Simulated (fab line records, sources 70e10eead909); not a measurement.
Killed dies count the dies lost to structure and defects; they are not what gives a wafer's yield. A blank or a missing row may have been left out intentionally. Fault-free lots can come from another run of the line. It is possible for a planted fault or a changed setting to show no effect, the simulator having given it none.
fab line records / flow nandHarc
record: lots: 13 wafers: 39 lastDay: 24
route steps=1159 shown A_ZERO_WELL@411 A_SOURCE_PLATE@416 A_ONON_D1@424
lots with no fault: from the same line, run without faults
startH: hours from the record's opening day to when the first of the lot's shown wafers began / waitH: time in hours since the lot's previous step / " as in the row above / L1.1+2: several wafers, shown together as one row / - no value, or no start given / * or withheld: withheld / < > ~ a bound
route shown NAME@n: names a module that has steps shown in the file, with the first one's number in the route / usual: mean and standard deviation over wafers with no fault / same: alike in all rows / chamber/n: place in a boat / sites: the reading at each site / _std_site: standard deviation across them / _edge_site: inner sites' mean taken away from outer sites' mean / radiusMm: for every site, how far away it sits from the centre of the wafer / mask NAME#n: copy n / behind: the most recent tool/chamber to have shaped the wafer / hold: the reason the lot was held/the length of the hold in hours/how it ended / device: the n, p or np transistor that did not switch / end of line: the route-end tests of the same wafers / a step without rows: its recipe alone / killed: count of dies lost to structure and defects at first sort (not the wafer's yield) / map: a wafer's dies, marking killed ones x, the rest . and places with no die _
set.NAME: the setting as run; set.NAME@STEP: as run at that earlier step / model.NAME: the simulator's own value behind a step, which no gauge read
steps of the route over a sample of lots; a table a step, a row a wafer
services: a tool's chamber out of use, with start hour (startH, from the record's first day; less than 0 if before it), hours out, and reason
== steps ==
step: NHARC_A_ZERO_WELL_RTA_16
recipe: tempC: 1000 timeS: 10
usual: lampPowerPct: 29.1/2.9 wafer_temp_C_max: 1006.5/1.7
lot.wafer=L867.1 tool=rtpAnneal-01 chamber=0 startH=132.03 waitH=- lampPowerPct=25.9 wafer_temp_C_max=1006.9
lot.wafer=L867.2 tool=rtpAnneal-01 chamber=0 startH=132.03 waitH=- lampPowerPct=25.9 wafer_temp_C_max=1005.8
lot.wafer=L867.3 tool=rtpAnneal-01 chamber=0 startH=132.03 waitH=- lampPowerPct=25.9 wafer_temp_C_max=1004.7
lot.wafer=L869.1 tool=rtpAnneal-02 chamber=0 startH=145.26 waitH=- lampPowerPct=31.8 wafer_temp_C_max=1009.1
lot.wafer=L869.3 tool=rtpAnneal-02 chamber=0 startH=145.26 waitH=- lampPowerPct=31.8 wafer_temp_C_max=1007.4
lot.wafer=L869.6 tool=rtpAnneal-02 chamber=0 startH=145.26 waitH=- lampPowerPct=31.8 wafer_temp_C_max=1007.7
lot.wafer=L870.3 tool=rtpAnneal-01 chamber=0 startH=148.38 waitH=- lampPowerPct=25.9 wafer_temp_C_max=1005.4
lot.wafer=L870.4 tool=rtpAnneal-01 chamber=0 startH=148.38 waitH=- lampPowerPct=25.9 wafer_temp_C_max=1005.6
lot.wafer=L870.6 tool=rtpAnneal-01 chamber=0 startH=148.38 waitH=- lampPowerPct=25.9 wafer_temp_C_max=1004.5
lot.wafer=L872.2 tool=rtpAnneal-02 chamber=0 startH=161.95 waitH=- lampPowerPct=31.8 wafer_temp_C_max=1007.9
lot.wafer=L872.4 tool=rtpAnneal-02 chamber=0 startH=161.95 waitH=- lampPowerPct=31.7 wafer_temp_C_max=1006.5
lot.wafer=L872.6 tool=rtpAnneal-02 chamber=0 startH=161.95 waitH=- lampPowerPct=31.8 wafer_temp_C_max=1009.3
lot.wafer=L871.2 tool=rtpAnneal-01 chamber=0 startH=162.39 waitH=- lampPowerPct=25.8 wafer_temp_C_max=1004.7
lot.wafer=L871.3 tool=rtpAnneal-01 chamber=0 startH=162.39 waitH=- lampPowerPct=25.9 wafer_temp_C_max=1004.9
lot.wafer=L871.6 tool=rtpAnneal-01 chamber=0 startH=162.39 waitH=- lampPowerPct=25.8 wafer_temp_C_max=1006.2
lot.wafer=L873.1 tool=rtpAnneal-01 chamber=0 startH=175.77 waitH=- lampPowerPct=25.9 wafer_temp_C_max=1007.0
lot.wafer=L873.4 tool=rtpAnneal-01 chamber=0 startH=175.77 waitH=- lampPowerPct=25.9 wafer_temp_C_max=1005.4
lot.wafer=L873.6 tool=rtpAnneal-01 chamber=0 startH=175.77 waitH=- lampPowerPct=25.9 wafer_temp_C_max=1004.4
lot.wafer=L874.1 tool=rtpAnneal-02 chamber=0 startH=176.26 waitH=- lampPowerPct=31.8 wafer_temp_C_max=1007.7
lot.wafer=L874.4 tool=rtpAnneal-02 chamber=0 startH=176.26 waitH=- lampPowerPct=31.8 wafer_temp_C_max=1007.5
lot.wafer=L874.5 tool=rtpAnneal-02 chamber=0 startH=176.26 waitH=- lampPowerPct=31.8 wafer_temp_C_max=1008.2
lot.wafer=L877.1 tool=rtpAnneal-02 chamber=0 startH=184.60 waitH=- lampPowerPct=31.8 wafer_temp_C_max=1007.0
lot.wafer=L877.3 tool=rtpAnneal-02 chamber=0 startH=184.60 waitH=- lampPowerPct=31.8 wafer_temp_C_max=1010.2
lot.wafer=L877.6 tool=rtpAnneal-02 chamber=0 startH=184.60 waitH=- lampPowerPct=31.8 wafer_temp_C_max=1007.1
lot.wafer=L876.1 tool=rtpAnneal-02 chamber=0 startH=188.42 waitH=- lampPowerPct=31.8 wafer_temp_C_max=1006.8
lot.wafer=L876.3 tool=rtpAnneal-02 chamber=0 startH=188.42 waitH=- lampPowerPct=31.8 wafer_temp_C_max=1008.3
lot.wafer=L876.6 tool=rtpAnneal-02 chamber=0 startH=188.42 waitH=- lampPowerPct=31.8 wafer_temp_C_max=1010.0
lot.wafer=L878.1 tool=rtpAnneal-01 chamber=0 startH=221.06 waitH=- lampPowerPct=25.9 wafer_temp_C_max=1004.9
lot.wafer=L878.3 tool=rtpAnneal-01 chamber=0 startH=221.06 waitH=- lampPowerPct=25.8 wafer_temp_C_max=1004.9
lot.wafer=L878.4 tool=rtpAnneal-01 chamber=0 startH=221.06 waitH=- lampPowerPct=25.9 wafer_temp_C_max=1004.2
lot.wafer=L879.1 tool=rtpAnneal-02 chamber=0 startH=222.43 waitH=- lampPowerPct=31.9 wafer_temp_C_max=1007.2
lot.wafer=L879.2 tool=rtpAnneal-02 chamber=0 startH=222.43 waitH=- lampPowerPct=31.8 wafer_temp_C_max=1008.4
lot.wafer=L879.3 tool=rtpAnneal-02 chamber=0 startH=222.43 waitH=- lampPowerPct=31.8 wafer_temp_C_max=1007.5
lot.wafer=L887.4 tool=rtpAnneal-01 chamber=0 startH=251.78 waitH=- lampPowerPct=25.9 wafer_temp_C_max=1003.9
lot.wafer=L887.5 tool=rtpAnneal-01 chamber=0 startH=251.78 waitH=- lampPowerPct=25.9 wafer_temp_C_max=1004.7
lot.wafer=L887.6 tool=rtpAnneal-01 chamber=0 startH=251.78 waitH=- lampPowerPct=25.9 wafer_temp_C_max=1003.9
lot.wafer=L889.4 tool=rtpAnneal-02 chamber=0 startH=260.16 waitH=- lampPowerPct=31.8 wafer_temp_C_max=1007.5
lot.wafer=L889.5 tool=rtpAnneal-02 chamber=0 startH=260.16 waitH=- lampPowerPct=31.7 wafer_temp_C_max=1009.9
lot.wafer=L889.6 tool=rtpAnneal-02 chamber=0 startH=260.16 waitH=- lampPowerPct=31.8 wafer_temp_C_max=1007.3
step: NHARC_A_SOURCE_PLATE_THK_MEAS_09
recipe: thkMeasGauge: ellipsometry
usual: thkNm: 9.8/0.95
lot.wafer=L867.1 tool=filmMetro-01 chamber=- startH=140.31 waitH=0.4 thkNm=10.3
lot.wafer=L867.2 tool=filmMetro-01 chamber=- startH=140.31 waitH=0.4 thkNm=11.9
lot.wafer=L867.3 tool=filmMetro-01 chamber=- startH=140.31 waitH=0.4 thkNm=9.1
lot.wafer=L869.1 tool=filmMetro-02 chamber=- startH=152.89 waitH=0.4 thkNm=9.3
lot.wafer=L869.3 tool=filmMetro-02 chamber=- startH=152.89 waitH=0.4 thkNm=9.1
lot.wafer=L869.6 tool=filmMetro-02 chamber=- startH=152.89 waitH=0.4 thkNm=10.0
lot.wafer=L870.3 tool=filmMetro-01 chamber=- startH=152.89 waitH=0.4 thkNm=9.8
lot.wafer=L870.4 tool=filmMetro-01 chamber=- startH=152.89 waitH=0.4 thkNm=9.6
lot.wafer=L870.6 tool=filmMetro-01 chamber=- startH=152.89 waitH=0.4 thkNm=8.9
lot.wafer=L871.2 tool=filmMetro-01 chamber=- startH=169.57 waitH=0.4 thkNm=8.8
lot.wafer=L871.3 tool=filmMetro-01 chamber=- startH=169.57 waitH=0.4 thkNm=11.8
lot.wafer=L871.6 tool=filmMetro-01 chamber=- startH=169.57 waitH=0.4 thkNm=10.4
lot.wafer=L872.2 tool=filmMetro-02 chamber=- startH=169.57 waitH=0.4 thkNm=10.9
lot.wafer=L872.4 tool=filmMetro-02 chamber=- startH=169.57 waitH=0.4 thkNm=8.3
lot.wafer=L872.6 tool=filmMetro-02 chamber=- startH=169.57 waitH=0.4 thkNm=9.8
lot.wafer=L873.1 tool=filmMetro-01 chamber=- startH=183.64 waitH=0.4 thkNm=9.0
lot.wafer=L873.4 tool=filmMetro-01 chamber=- startH=183.64 waitH=0.4 thkNm=11.2
lot.wafer=L873.6 tool=filmMetro-01 chamber=- startH=183.64 waitH=0.4 thkNm=9.8
lot.wafer=L874.1 tool=filmMetro-02 chamber=- startH=183.64 waitH=0.4 thkNm=9.0
lot.wafer=L874.4 tool=filmMetro-02 chamber=- startH=183.64 waitH=0.4 thkNm=11.0
lot.wafer=L874.5 tool=filmMetro-02 chamber=- startH=183.64 waitH=0.4 thkNm=9.8
lot.wafer=L877.1 tool=filmMetro-02 chamber=- startH=192.77 waitH=0.4 thkNm=9.1
lot.wafer=L877.3 tool=filmMetro-02 chamber=- startH=192.77 waitH=0.4 thkNm=11.4
lot.wafer=L877.6 tool=filmMetro-02 chamber=- startH=192.77 waitH=0.4 thkNm=9.5
lot.wafer=L876.1 tool=filmMetro-01 chamber=- startH=196.95 waitH=0.4 thkNm=11.2
lot.wafer=L876.3 tool=filmMetro-01 chamber=- startH=196.95 waitH=0.4 thkNm=9.6
lot.wafer=L876.6 tool=filmMetro-01 chamber=- startH=196.95 waitH=0.4 thkNm=10.8
lot.wafer=L879.1 tool=filmMetro-02 chamber=- startH=227.49 waitH=0.4 thkNm=10.1
lot.wafer=L879.2 tool=filmMetro-02 chamber=- startH=227.49 waitH=0.4 thkNm=10.2
lot.wafer=L879.3 tool=filmMetro-02 chamber=- startH=227.49 waitH=0.4 thkNm=10.2
lot.wafer=L878.1 tool=filmMetro-01 chamber=- startH=227.50 waitH=0.4 thkNm=10.5
lot.wafer=L878.3 tool=filmMetro-01 chamber=- startH=227.50 waitH=0.4 thkNm=9.6
lot.wafer=L878.4 tool=filmMetro-01 chamber=- startH=227.50 waitH=0.4 thkNm=9.3
lot.wafer=L887.4 tool=filmMetro-02 chamber=- startH=258.95 waitH=0.4 thkNm=8.8
lot.wafer=L887.5 tool=filmMetro-02 chamber=- startH=258.95 waitH=0.4 thkNm=8.8
lot.wafer=L887.6 tool=filmMetro-02 chamber=- startH=258.95 waitH=0.4 thkNm=8.7
lot.wafer=L889.4 tool=filmMetro-02 chamber=- startH=267.72 waitH=0.4 thkNm=8.7
lot.wafer=L889.5 tool=filmMetro-02 chamber=- startH=267.72 waitH=0.4 thkNm=9.2
lot.wafer=L889.6 tool=filmMetro-02 chamber=- startH=267.72 waitH=0.4 thkNm=9.0
step: NHARC_A_ONON_D1_DEP_00
recipe: targetThkA: 10000 n2FlowSccm: 2750 n2oFlowSccm: 2000 nh3FlowSccm: 500 sih4FlowSccm: 210 tempC: 400
lot.wafer=L867.1+2+3 tool=pecvdOnon-04 chamber=0 startH=155.38 waitH=0.1
lot.wafer=L869.1+3+6 tool=pecvdOnon-01 chamber=0 startH=166.00 waitH=0.1
lot.wafer=L870.3+4+6 tool=pecvdOnon-04 chamber=0 startH=166.33 waitH=0.4
lot.wafer=L872.2+4+6 tool=pecvdOnon-01 chamber=0 startH=183.08 waitH=0.1
lot.wafer=L871.2+3+6 tool=pecvdOnon-02 chamber=0 startH=183.08 waitH=0.1
lot.wafer=L873.1+4+6 tool=pecvdOnon-02 chamber=0 startH=200.73 waitH=0.1
lot.wafer=L874.1+4+5 tool=pecvdOnon-04 chamber=0 startH=200.73 waitH=0.1
lot.wafer=L877.1+3+6 tool=pecvdOnon-02 chamber=0 startH=206.84 waitH=0.1
lot.wafer=L876.1+3+6 tool=pecvdOnon-04 chamber=0 startH=210.41 waitH=0.1
lot.wafer=L878.1+3+4 tool=pecvdOnon-01 chamber=0 startH=241.56 waitH=0.1
lot.wafer=L879.1+2+3 tool=pecvdOnon-02 chamber=0 startH=241.56 waitH=0.1
lot.wafer=L887.4+5+6 tool=pecvdOnon-02 chamber=0 startH=272.47 waitH=0.2
lot.wafer=L889.4+5+6 tool=pecvdOnon-02 chamber=0 startH=284.00 waitH=0.2
step: NHARC_A_ONON_D1_THK_MEAS_02
recipe: thkMeasGauge: ellipsometry
usual: thkNm: 995/12
lot.wafer=L867.1 tool=filmMetro-02 chamber=- startH=155.90 waitH=- thkNm=983
lot.wafer=L867.2 tool=filmMetro-02 chamber=- startH=155.90 waitH=- thkNm=982
lot.wafer=L867.3 tool=filmMetro-02 chamber=- startH=155.90 waitH=- thkNm=982
lot.wafer=L869.1 tool=filmMetro-02 chamber=- startH=166.51 waitH=- thkNm=1002
lot.wafer=L869.3 tool=filmMetro-02 chamber=- startH=166.51 waitH=- thkNm=1001
lot.wafer=L869.6 tool=filmMetro-02 chamber=- startH=166.51 waitH=- thkNm=1001
lot.wafer=L870.3 tool=filmMetro-01 chamber=- startH=166.72 waitH=- thkNm=984
lot.wafer=L870.4 tool=filmMetro-01 chamber=- startH=166.72 waitH=- thkNm=984
lot.wafer=L870.6 tool=filmMetro-01 chamber=- startH=166.72 waitH=- thkNm=985
lot.wafer=L872.2 tool=filmMetro-01 chamber=- startH=183.53 waitH=- thkNm=994
lot.wafer=L872.4 tool=filmMetro-01 chamber=- startH=183.53 waitH=- thkNm=993
lot.wafer=L872.6 tool=filmMetro-01 chamber=- startH=183.53 waitH=- thkNm=994
lot.wafer=L871.2 tool=filmMetro-02 chamber=- startH=183.54 waitH=- thkNm=980
lot.wafer=L871.3 tool=filmMetro-02 chamber=- startH=183.54 waitH=- thkNm=982
lot.wafer=L871.6 tool=filmMetro-02 chamber=- startH=183.54 waitH=- thkNm=982
lot.wafer=L873.1 tool=filmMetro-01 chamber=- startH=201.24 waitH=- thkNm=987
lot.wafer=L873.4 tool=filmMetro-01 chamber=- startH=201.24 waitH=- thkNm=986
lot.wafer=L873.6 tool=filmMetro-01 chamber=- startH=201.24 waitH=- thkNm=986
lot.wafer=L874.1 tool=filmMetro-01 chamber=- startH=201.28 waitH=- thkNm=1012
lot.wafer=L874.4 tool=filmMetro-01 chamber=- startH=201.28 waitH=- thkNm=1012
lot.wafer=L874.5 tool=filmMetro-01 chamber=- startH=201.28 waitH=- thkNm=1012
lot.wafer=L877.1 tool=filmMetro-02 chamber=- startH=207.35 waitH=- thkNm=1018
lot.wafer=L877.3 tool=filmMetro-02 chamber=- startH=207.35 waitH=- thkNm=1017
lot.wafer=L877.6 tool=filmMetro-02 chamber=- startH=207.35 waitH=- thkNm=1016
lot.wafer=L876.1 tool=filmMetro-01 chamber=- startH=210.92 waitH=- thkNm=995
lot.wafer=L876.3 tool=filmMetro-01 chamber=- startH=210.92 waitH=- thkNm=996
lot.wafer=L876.6 tool=filmMetro-01 chamber=- startH=210.92 waitH=- thkNm=996
lot.wafer=L878.1 tool=filmMetro-01 chamber=- startH=242.07 waitH=- thkNm=1001
lot.wafer=L878.3 tool=filmMetro-01 chamber=- startH=242.07 waitH=- thkNm=632
lot.wafer=L878.4 tool=filmMetro-01 chamber=- startH=242.07 waitH=- thkNm=632
lot.wafer=L879.1 tool=filmMetro-02 chamber=- startH=242.07 waitH=- thkNm=989
lot.wafer=L879.2 tool=filmMetro-02 chamber=- startH=242.07 waitH=- thkNm=990
lot.wafer=L879.3 tool=filmMetro-02 chamber=- startH=242.07 waitH=- thkNm=991
lot.wafer=L887.4 tool=filmMetro-01 chamber=- startH=272.81 waitH=- thkNm=1001
lot.wafer=L887.5 tool=filmMetro-01 chamber=- startH=272.81 waitH=- thkNm=1000
lot.wafer=L887.6 tool=filmMetro-01 chamber=- startH=272.81 waitH=- thkNm=1001
lot.wafer=L889.4 tool=filmMetro-01 chamber=- startH=284.34 waitH=- thkNm=993
lot.wafer=L889.5 tool=filmMetro-01 chamber=- startH=284.34 waitH=- thkNm=992
lot.wafer=L889.6 tool=filmMetro-01 chamber=- startH=284.34 waitH=- thkNm=994
== services ==
tool=pecvdOnon-02 chamber=- startH=111.44 hours=13.0 kind=pm
tool=pecvdOnon-01 chamber=- startH=195.25 hours=13.0 kind=pm
tool=pecvdOnon-04 chamber=- startH=237.00 hours=13.0 kind=pm
== key ==
firstSign: step: NHARC_A_ONON_D1_THK_MEAS_02 reading: thkNm direction: down sigmas: 31 usual: 995 struck: 632
effect none on later readings
metAt NHARC_A_ONON_D1_DEP_00
struckLots L878
struckWafers L878.3,L878.4
laterRowsLeftOut L878.3,L878.4
sortLeftOut L878.3,L878.4
testerLeftOut L878
notActingAt NHARC_A_ZERO_WELL_RTA_16,NHARC_A_SOURCE_PLATE_THK_MEAS_09
fault: kind: processParameterDrift tool: pecvdOnon-01 chamber: - onsetH: 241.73 steps: NHARC_A_ONON_D1_DEP_00 channel: targetThkA offset: * shape: step endH: 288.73 scope: struckWafersOnly actsIn: * stated: *
testerLeftOut: of these lots the tester's yield and bins aren't shown, on N5 and GAA mostly nor the transistor test; their killed dies are dies lost to structure and defects alone, not to doping, threshold or leakage, so they don't give the yield
sortLeftOut: the simulated sort isn't trusted on such a fault, so these wafers' sort isn't shown, and their yield isn't known
laterRowsLeftOut: the simulator's readings of these wafers behind a module that went badly wrong aren't trusted and aren't shown, but for the sort
